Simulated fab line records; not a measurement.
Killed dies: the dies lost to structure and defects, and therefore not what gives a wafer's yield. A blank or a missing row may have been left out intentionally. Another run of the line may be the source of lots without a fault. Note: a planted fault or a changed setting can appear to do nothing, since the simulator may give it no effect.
Commonality check across tools -- flow nand harc -- Lots sampled 12, wafers sampled 36

## WHAT PROMPTED THE OPENING
On 2 of the 12 lots, a flag is raised at NHARC_END_SORT_01 on the reading killed at periphery. Fault-free wafers read 3.5, with a standard deviation of 2.6.
Rule: flag the lot when none of its wafers has a number, or when each of its wafers that has one lies beyond 4 standard deviations from that mean. The other lots count as sound.

lot,measured,on,"killed at periphery, wafer by wafer",flag
L740,day 24 18:29,prober-02,15 8 11,
L739,day 24 19:58,prober-01,2 2 2,
L743,day 25 05:32,prober-02,3 3 3,
L741,day 25 06:17,prober-01,5 4 2,
L745,day 27 01:14,prober-01,1 2 1,
L753,day 30 12:40,prober-02,633 622 636,FLAGGED
L756,day 32 23:23,prober-01,5 2 3,
L755,day 32 23:24,prober-02,606 600 600,FLAGGED
L760,day 33 07:10,prober-01,4 1 2,
L758,day 33 14:14,prober-02,3 6 3,
L761,day 33 22:07,prober-01,1 3 6,
L762,day 34 11:32,prober-02,2 2 2,
Averaged over the flagged lots the numbers come to 616.2, +612.7 from the usual (+99 or more standard deviations).

## LOT BY LOT: THE TOOL USED
Before the reading, the record contains 3 process steps out of a 1302-step route. Read each cell as the tool, then ch plus the chambers that the sampled wafers visited, then the start.
lot,flag,NHARC_P_CONTACT_DEP_00,NHARC_P_CONTACT_ETCH_36,NHARC_P_CONTACT_STRIP_28
L740,,"pecvd-01 ch 0,2, day 6 09:22 or earlier","rie diel-07 ch 0,3, day 6 09:22","rie diel-04 ch 1,2, day 6 10:05"
L739,,"pecvd-02 ch 0,1,2, day 5 20:00 or earlier","rie diel-04 ch 0,3, day 5 20:00","rie diel-07 ch 1,2,3, day 5 20:47"
L743,,"pecvd-02 ch 1,2, day 7 14:06","rie diel-04 ch 0,2,3, day 7 15:55","rie diel-08 ch 0,1,3, day 7 16:38"
L741,,"pecvd-04 ch 0,1, day 6 16:56 or earlier","rie diel-08 ch 0,1,3, day 6 16:56","rie diel-04 ch 0,1,3, day 6 17:40"
L745,,"pecvd-04 ch 1,2, day 8 17:31 or earlier","rie diel-08 ch 0,1,2, day 8 17:31","rie diel-08 ch 0,2,3, day 8 18:19"
L753,FLAGGED,"pecvd-04 ch 1,2, day 12 05:37 or earlier","rie diel-08 ch 0,1,3, day 12 05:37","rie diel-07 ch 0,2,3, day 12 06:23"
L756,,"pecvd-01 ch 0,1,2, day 12 20:38 or earlier","rie diel-07 ch 1,3, day 12 20:38","rie diel-04 ch 0,1,2, day 12 21:25"
L755,FLAGGED,"pecvd-01 ch 1,2, day 12 16:25 or earlier","rie diel-08 ch 2,3, day 12 16:25","rie diel-07 ch 1,2, day 12 17:11"
L760,,"pecvd-04 ch 0,1, day 14 10:14 or earlier","rie diel-07 ch 0,1,3, day 14 10:14","rie diel-08 ch 0,2,3, day 14 10:58"
L758,,"pecvd-02 ch 1,2, day 13 22:35 or earlier","rie diel-04 ch 0,1,2, day 13 22:35","rie diel-07 ch 1,2,3, day 13 23:17"
L761,,"pecvd-04 ch 0,1, day 14 23:35 or earlier","rie diel-04 ch 0,2,3, day 14 23:35","rie diel-08 ch 0,1,2, day 15 00:22"
L762,,"pecvd-02 ch 0,1, day 15 07:26 or earlier","rie diel-07 ch 0,1,3, day 15 07:26","rie diel-08 ch 1,2,3, day 15 08:11"
What the steps here do:
- NHARC_P_CONTACT_DEP_00: deposits SiO2, target thk 500 nm.
- NHARC_P_CONTACT_ETCH_36: etches the open film in N2/H2, target depth 260 nm, time 406.25 s.
- NHARC_P_CONTACT_STRIP_28: strips in O2.
- NHARC_END_SORT_01

## FLAGGED AGAINST TOTAL, ONE TOOL AT A TIME (gauges that did the reading follow at the end)
step,tool,lots run,flagged,share of the flagged lots,sound lots run after its first flagged lot
NHARC_P_CONTACT_DEP_00,pecvd-01,3,1,some,1 (L756)
NHARC_P_CONTACT_DEP_00,pecvd-02,4,0,none,-
NHARC_P_CONTACT_DEP_00,pecvd-04,5,1,some,"2 (L760,L761)"
NHARC_P_CONTACT_ETCH_36,rie diel-04,4,0,none,-
NHARC_P_CONTACT_ETCH_36,rie diel-07,4,0,none,-
NHARC_P_CONTACT_ETCH_36,rie diel-08,4,2,all,0
NHARC_P_CONTACT_STRIP_28,rie diel-04,3,0,none,-
NHARC_P_CONTACT_STRIP_28,rie diel-07,4,2,all,1 (L758)
NHARC_P_CONTACT_STRIP_28,rie diel-08,5,0,none,-
NHARC_END_SORT_01,prober-01,6,0,none,-
NHARC_END_SORT_01,prober-02,6,2,all,"2 (L758,L762)"
With no start given for some of its lots, NHARC_P_CONTACT_DEP_00 uses the hours and lot order of NHARC_P_CONTACT_ETCH_36.

## WHAT THE TABLE PERMITS
In the table, 3 rows ran each flagged lot (rie diel-08 at NHARC_P_CONTACT_ETCH_36; rie diel-07 at NHARC_P_CONTACT_STRIP_28; prober-02 at NHARC_END_SORT_01).
- rie diel-08 at NHARC_P_CONTACT_ETCH_36: 2 of its 4 lots flagged. Last sound lot L745 at day 8 17:31, first flagged lot L753 at day 12 05:37; a fault beginning in between fits. Its own readings (oes product au) fall more than 4 standard deviations out on all wafers of the flagged lots.
- rie diel-07 at NHARC_P_CONTACT_STRIP_28: 2 of its 4 lots flagged. After the first flagged lot (L758), sound lots still ran on it; a lasting fault on the whole tool would not permit that.
- prober-02 at NHARC_END_SORT_01: 2 of its 6 lots flagged. After the first flagged lot (L758, L762), sound lots still ran on it; a lasting fault on the whole tool would not permit that.
Left over: one tool, rie diel-08 at NHARC_P_CONTACT_ETCH_36.

## WHAT THE SIMULATOR PUT IN
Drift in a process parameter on rie diel-08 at NHARC_P_CONTACT_ETCH_36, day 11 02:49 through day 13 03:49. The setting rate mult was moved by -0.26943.
Struck lots among those shown: L753, L755. This agrees with what the rule above found.
